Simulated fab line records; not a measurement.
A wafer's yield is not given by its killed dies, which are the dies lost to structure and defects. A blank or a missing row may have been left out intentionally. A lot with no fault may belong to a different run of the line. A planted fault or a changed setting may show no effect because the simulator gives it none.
Chamber matching | flow n5 finfet | N5_SD_EPI_N_ETCH_16 on rie diel-01 has 4 sister chambers
The step etches SiO2 in CHF3/O2, target depth 5 nm. 8 wafers are shown with their chamber, then 8 later ones without.

## WAFERS, EACH WITH ITS CHAMBER
wafer  | chamber | showerhead plenum p Torr (Torr) | rf vpp V (V)
L082.4 | 1       | 2.28                            | 520
L082.5 | 1       | 2.28                            | 519
L083.3 | 3       | 2.35                            | 536
L083.6 | 3       | 2.35                            | 537
L084.4 | 2       | 2.43                            | 535
L087.1 | 2       | 2.43                            | 534
L087.5 | 0       | 2.36                            | 509
L089.3 | 0       | 2.35                            | 507

## WAFERS WITHOUT THEIR CHAMBER
wafer  | showerhead plenum p Torr (Torr) | rf vpp V (V)
L089.4 | 2.28                            | 521
L089.6 | 2.34                            | 539
L091.2 | 2.34                            | 537
L091.4 | 2.35                            | 507
L091.5 | 2.43                            | 535
L092.1 | 2.34                            | 537
L092.2 | 2.35                            | 508
L092.5 | 2.35                            | 508

## WHICH CHAMBER EACH ONE RAN IN
wafer  | from the rows above | in truth
L089.4 | 1                   | 1
L089.6 | 3                   | 3
L091.2 | 3                   | 3
L091.4 | 0                   | 0
L091.5 | 2                   | 2
L092.1 | 3                   | 3
L092.2 | 0                   | 0
L092.5 | 0                   | 0
8 of 8 placed correctly. Not placeable from these rows: 0. Wrongly placed: 0.
How it was worked out, from the rows above alone: a wafer's distance from a chamber is the root of the sum, over the readings, of the square of ((its reading less the chamber's mean) divided by the reading's scatter). The wafer belongs to the nearest chamber; if the next one is less than 2 further off, it can't be placed. Each chamber's mean is taken over the wafers shown for it. The scatter is the square root of a quotient: the sum, over the shown wafers, of each reading's squared deviation from its chamber's mean, divided by wafers minus chambers.
